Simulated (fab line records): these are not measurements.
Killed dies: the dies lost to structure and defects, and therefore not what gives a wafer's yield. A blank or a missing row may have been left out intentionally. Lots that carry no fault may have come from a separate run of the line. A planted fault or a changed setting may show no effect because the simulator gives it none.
Split-lot experiment || flow n5 finfet || 7 lots, 39 wafers read, on a route of 1938 steps

== ABOUT THE SPLIT ==
At N5_WELL_APT_EXPOSE_22 (exposes mask PWELL, defocus 0 nm, target cd 200 nm), the setting dose mj was moved away from the recipe's 23.2 on 9 of the 39 wafers read, by -4.7% to +2.9%. The other wafers ran this setting at the recipe's value.

== FROM THE SPLIT TO THE READING: what the file shows between them, 3 steps ==
- N5_WELL_APT_PEB_23: peb time 90 s
- N5_WELL_APT_DEVELOP_24: develop time 45 s
- N5_WELL_APT_HARDBAKE_29: time 120 s

== THE READING ==
Shown in nm: cd nm at N5_WELL_APT_CD_MEAS_25, with target cd 200 nm. A value of 200.4 nm with a standard deviation of 1.5 nm is what fault-free wafers of this fab line usually give.

{"wafer": "L074.1", "tool, chamber at the split": "krf scanner-02, 0", "dose mj as run": 23.2, "against the recipe": "recipe", "cd nm, nm": 198.1, "against lot-mates on the recipe": "-"}
{"wafer": "L074.2", "tool, chamber at the split": "krf scanner-02, 0", "dose mj as run": 23.2, "against the recipe": "recipe", "cd nm, nm": 198.9, "against lot-mates on the recipe": "-"}
{"wafer": "L074.3", "tool, chamber at the split": "krf scanner-02, 0", "dose mj as run": 23.2, "against the recipe": "recipe", "cd nm, nm": 198.0, "against lot-mates on the recipe": "-"}
{"wafer": "L074.4", "tool, chamber at the split": "krf scanner-02, 0", "dose mj as run": 23.2, "against the recipe": "recipe", "cd nm, nm": 200.6, "against lot-mates on the recipe": "-"}
{"wafer": "L074.5", "tool, chamber at the split": "krf scanner-02, 0", "dose mj as run": 23.2, "against the recipe": "recipe", "cd nm, nm": 199.7, "against lot-mates on the recipe": "-"}
{"wafer": "L074.6", "tool, chamber at the split": "krf scanner-02, 0", "dose mj as run": 23.2, "against the recipe": "recipe", "cd nm, nm": 199.5, "against lot-mates on the recipe": "-"}
{"wafer": "L077.1", "tool, chamber at the split": "krf scanner-01, 0", "dose mj as run": 23.2, "against the recipe": "recipe", "cd nm, nm": 198.8, "against lot-mates on the recipe": "-"}
{"wafer": "L077.2", "tool, chamber at the split": "krf scanner-01, 0", "dose mj as run": 23.79, "against the recipe": "+2.5%", "cd nm, nm": 206.4, "against lot-mates on the recipe": "+6.5"}
{"wafer": "L077.3", "tool, chamber at the split": "krf scanner-01, 0", "dose mj as run": 23.2, "against the recipe": "recipe", "cd nm, nm": 200.5, "against lot-mates on the recipe": "-"}
{"wafer": "L077.4", "tool, chamber at the split": "krf scanner-01, 0", "dose mj as run": 23.79, "against the recipe": "+2.5%", "cd nm, nm": 204.1, "against lot-mates on the recipe": "+4.2"}
{"wafer": "L077.5", "tool, chamber at the split": "krf scanner-01, 0", "dose mj as run": 23.79, "against the recipe": "+2.5%", "cd nm, nm": 204.1, "against lot-mates on the recipe": "+4.2"}
{"wafer": "L077.6", "tool, chamber at the split": "krf scanner-01, 0", "dose mj as run": 23.2, "against the recipe": "recipe", "cd nm, nm": 200.3, "against lot-mates on the recipe": "-"}
{"wafer": "L080.1", "tool, chamber at the split": "krf scanner-02, 0", "dose mj as run": 23.2, "against the recipe": "recipe", "cd nm, nm": 198.5, "against lot-mates on the recipe": "-"}
{"wafer": "L080.2", "tool, chamber at the split": "krf scanner-02, 0", "dose mj as run": 23.2, "against the recipe": "recipe", "cd nm, nm": 200.4, "against lot-mates on the recipe": "-"}
{"wafer": "L080.3", "tool, chamber at the split": "krf scanner-02, 0", "dose mj as run": 23.2, "against the recipe": "recipe", "cd nm, nm": 198.5, "against lot-mates on the recipe": "-"}
{"wafer": "L080.4", "tool, chamber at the split": "krf scanner-02, 0", "dose mj as run": 23.2, "against the recipe": "recipe", "cd nm, nm": 200.1, "against lot-mates on the recipe": "-"}
{"wafer": "L080.5", "tool, chamber at the split": "krf scanner-02, 0", "dose mj as run": 23.2, "against the recipe": "recipe", "cd nm, nm": 199.7, "against lot-mates on the recipe": "-"}
{"wafer": "L080.6", "tool, chamber at the split": "krf scanner-02, 0", "dose mj as run": 23.2, "against the recipe": "recipe", "cd nm, nm": 197.2, "against lot-mates on the recipe": "-"}
{"wafer": "L081.1", "tool, chamber at the split": "krf scanner-02, 0", "dose mj as run": 22.1, "against the recipe": "-4.7%", "cd nm, nm": 192.1, "against lot-mates on the recipe": -10.5}
{"wafer": "L081.2", "tool, chamber at the split": "krf scanner-02, 0", "dose mj as run": 22.1, "against the recipe": "-4.7%", "cd nm, nm": 193.1, "against lot-mates on the recipe": -9.5}
{"wafer": "L081.3", "tool, chamber at the split": "krf scanner-02, 0", "dose mj as run": 23.2, "against the recipe": "recipe", "cd nm, nm": 202.5, "against lot-mates on the recipe": "-"}
{"wafer": "L081.4", "tool, chamber at the split": "krf scanner-02, 0", "dose mj as run": 22.1, "against the recipe": "-4.7%", "cd nm, nm": 194.7, "against lot-mates on the recipe": -7.9}
{"wafer": "L081.5", "tool, chamber at the split": "krf scanner-02, 0", "dose mj as run": 23.2, "against the recipe": "recipe", "cd nm, nm": 202.1, "against lot-mates on the recipe": "-"}
{"wafer": "L081.6", "tool, chamber at the split": "krf scanner-02, 0", "dose mj as run": 23.2, "against the recipe": "recipe", "cd nm, nm": 203.1, "against lot-mates on the recipe": "-"}
{"wafer": "L082.1", "tool, chamber at the split": "krf scanner-01, 0", "dose mj as run": 23.2, "against the recipe": "recipe", "cd nm, nm": 198.3, "against lot-mates on the recipe": "-"}
{"wafer": "L082.2", "tool, chamber at the split": "krf scanner-01, 0", "dose mj as run": 23.88, "against the recipe": "+2.9%", "cd nm, nm": 206.0, "against lot-mates on the recipe": "+6.5"}
{"wafer": "L082.3", "tool, chamber at the split": "krf scanner-01, 0", "dose mj as run": 23.2, "against the recipe": "recipe", "cd nm, nm": 199.6, "against lot-mates on the recipe": "-"}
{"wafer": "L082.4", "tool, chamber at the split": "krf scanner-01, 0", "dose mj as run": 23.2, "against the recipe": "recipe", "cd nm, nm": 200.7, "against lot-mates on the recipe": "-"}
{"wafer": "L082.5", "tool, chamber at the split": "krf scanner-01, 0", "dose mj as run": 23.88, "against the recipe": "+2.9%", "cd nm, nm": 205.1, "against lot-mates on the recipe": "+5.6"}
{"wafer": "L082.6", "tool, chamber at the split": "krf scanner-01, 0", "dose mj as run": 23.88, "against the recipe": "+2.9%", "cd nm, nm": 205.0, "against lot-mates on the recipe": "+5.5"}
{"wafer": "L087.1", "tool, chamber at the split": "krf scanner-02, 0", "dose mj as run": 23.2, "against the recipe": "recipe", "cd nm, nm": 200.3, "against lot-mates on the recipe": "-"}
{"wafer": "L087.2", "tool, chamber at the split": "krf scanner-02, 0", "dose mj as run": 23.2, "against the recipe": "recipe", "cd nm, nm": 199.6, "against lot-mates on the recipe": "-"}
{"wafer": "L087.3", "tool, chamber at the split": "krf scanner-02, 0", "dose mj as run": 23.2, "against the recipe": "recipe", "cd nm, nm": 198.4, "against lot-mates on the recipe": "-"}
{"wafer": "L087.4", "tool, chamber at the split": "krf scanner-02, 0", "dose mj as run": 23.2, "against the recipe": "recipe", "cd nm, nm": 199.4, "against lot-mates on the recipe": "-"}
{"wafer": "L087.5", "tool, chamber at the split": "krf scanner-02, 0", "dose mj as run": 23.2, "against the recipe": "recipe", "cd nm, nm": 200.7, "against lot-mates on the recipe": "-"}
{"wafer": "L087.6", "tool, chamber at the split": "krf scanner-02, 0", "dose mj as run": 23.2, "against the recipe": "recipe", "cd nm, nm": 200.0, "against lot-mates on the recipe": "-"}
{"wafer": "L097.3", "tool, chamber at the split": "krf scanner-02, 0", "dose mj as run": 23.2, "against the recipe": "recipe", "cd nm, nm": 199.7, "against lot-mates on the recipe": "-"}
{"wafer": "L097.4", "tool, chamber at the split": "krf scanner-02, 0", "dose mj as run": 23.2, "against the recipe": "recipe", "cd nm, nm": 200.1, "against lot-mates on the recipe": "-"}
{"wafer": "L097.6", "tool, chamber at the split": "krf scanner-02, 0", "dose mj as run": 23.2, "against the recipe": "recipe", "cd nm, nm": 201.9, "against lot-mates on the recipe": "-"}

FIT RESULTS
A straight line over all 39 wafers: cd nm changes by +1.59 nm for each +1% of dose mj; r = +0.90; the points scatter about the line by 1.4 nm.
The same after taking each lot's own level away (the mean of its wafers on the recipe; 39 wafers): +1.96 nm for each +1%; r = +0.97; scatter 0.92 nm.
Per that fit: largest dose mj move, reading shift of 9.3 nm.
The lots' own levels span 199.07 to 202.57 nm, that is 2.3 times the standard deviation above.
In other words, the slope is changed by the lot-to-lot level; the two fits disagree.
Check: with one of the wafers moved furthest among these (-4.7%) left out of the fit, the line predicts -8.96 nm for it against its lot-mates. Against them it came out at -10.5 nm.

== THE WHOLE CHAIN: every reading that the file lists as answering this split, in the file's order ==
{"step": "N5_WELL_APT_CD_MEAS_25", "what it does": "target cd 200 nm", "reading": "cd nm", "change (the file's fit)": "+1.97 nm for each +1% of the setting", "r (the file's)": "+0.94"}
{"step": "N5_WELL_APT_DESCUM_30", "what it does": "chemistry O2, time 7.9 s", "reading": "WELL_APT.cd nm (the simulator's own value, which no gauge read)", "change (the file's fit)": "+1.99 nm for each +1% of the setting", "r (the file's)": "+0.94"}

== FILE'S OWN FIT ==
cd nm changes by +1.97 nm for each +1% of dose mj, r = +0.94.
